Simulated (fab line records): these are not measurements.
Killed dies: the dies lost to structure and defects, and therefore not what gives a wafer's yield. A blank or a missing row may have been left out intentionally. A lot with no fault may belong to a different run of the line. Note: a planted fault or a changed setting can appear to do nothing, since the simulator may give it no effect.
Code-filled problem report in 8D (eight disciplines) form :: flow n5_finfet :: the parts of the form that need people (team, actions taken, sign-off) are left out

## 1. WHAT WENT WRONG
Wafers without a fault read 30.3 s, standard deviation 0.7; barrier_field_endpoint_s at N5_BEOL_M12_CMP_49 reads a mean of 24.7 s on 4 wafers belonging to 3 lots. Measured from the usual mean, that is -8.0 standard deviations.
The step: polishes, stops on SiOC, t overpolish 20.6 s, target thk 320 nm.
Earliest sighting: wafer L294.2 on cmp-03 at day 14 01:46. At this step, 27 wafers from 10 lots have a number in the record. Rule for "out" (also "out of limits"): further than 4 standard deviations from the usual mean. Any other wafer with a number is counted as sound.

## 2. WHAT IT IS, WHAT IT ISN'T
question: which readings at this step
is: barrier_field_endpoint_s
is not: clearing_platen_down_force_psi, edge_zone_pressure_frac, motor_current_A

question: which lots
is: L294, L299, L300
is not: L284, L291, L292, L293, L302, L303, L304

question: which wafers of those lots
is: L294.2, L299.1, L299.2, L300.1
is not: L294.4, L300.6

question: read on which tools
is: cmp-01, cmp-03
is not: cmp-02

question: when
is: from day 14 01:46
is not: up to then (13 sound wafers); but 10 sound wafers of L300, L302, L303, L304 came after

## 3. SUSPECTS, AND WHAT RULES EACH OUT
Counting: a tool at a process step up to the reading stays a suspect if it ran every lot that is out. Sound lots after the first of them don't rule it out here, since some wafers of a struck lot are sound.
- pvd_sputter-01 at N5_BEOL_M12_SPUTTER_43 (material TaN, target thk 15 nm, time 24.19 s): kept. Ran every lot that is out, first one L294 (day 13 22:45); last sound lot up to then L293 (day 13 21:49).
Remaining after the count: pvd_sputter-01 at N5_BEOL_M12_SPUTTER_43.

## 4. THE CAUSE (what the simulator had put in)
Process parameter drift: pvd_sputter-01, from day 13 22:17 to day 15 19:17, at N5_BEOL_M12_SPUTTER_43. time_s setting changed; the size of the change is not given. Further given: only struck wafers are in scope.
Counting left only this tool.

## 5. THE EFFECT CHAIN, in route order
Rows list readings where the struck wafers' mean (over those with a number) sits beyond 3 standard deviations from the usual. Scope: only readings with a usual standard deviation given in the record; hours: median across lots of the time from each lot's start at the first step in this table that gives one to its start at this step; sigmas: change in usual standard deviations.
hours: 0
step: N5_BEOL_M12_CMP_49
reading: barrier_field_endpoint_s
usual: 30.3 s
on struck wafers: 24.7
change: -5.6
sigmas: -8.0
It contains these process steps:
- N5_BEOL_M12_CMP_49: polishes, stops on SiOC, t overpolish 20.6 s, target thk 320 nm.
At these later measuring or inspecting steps, every struck wafer for which the step has a row has a number for every such reading, and none has moved that far: N5_BEOL_M12_RS_MEAS_54.

## 6. HOW IT WOULD HAVE BEEN CAUGHT EARLIER
3 hours passed between the start of the fault at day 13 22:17 and the first reading out of limits in this record, taken at day 14 01:46.
No tool reading at N5_BEOL_M12_SPUTTER_43 that has a usual standard deviation in the record was out on any struck wafer, so an alarm limit of 4 standard deviations on those readings would not have fired.
L300, L299, from the lots that are out (3), started N5_BEOL_M12_SPUTTER_43 on pvd_sputter-01 later than day 14 01:46. A hold on the tool at that time would have spared those 2.
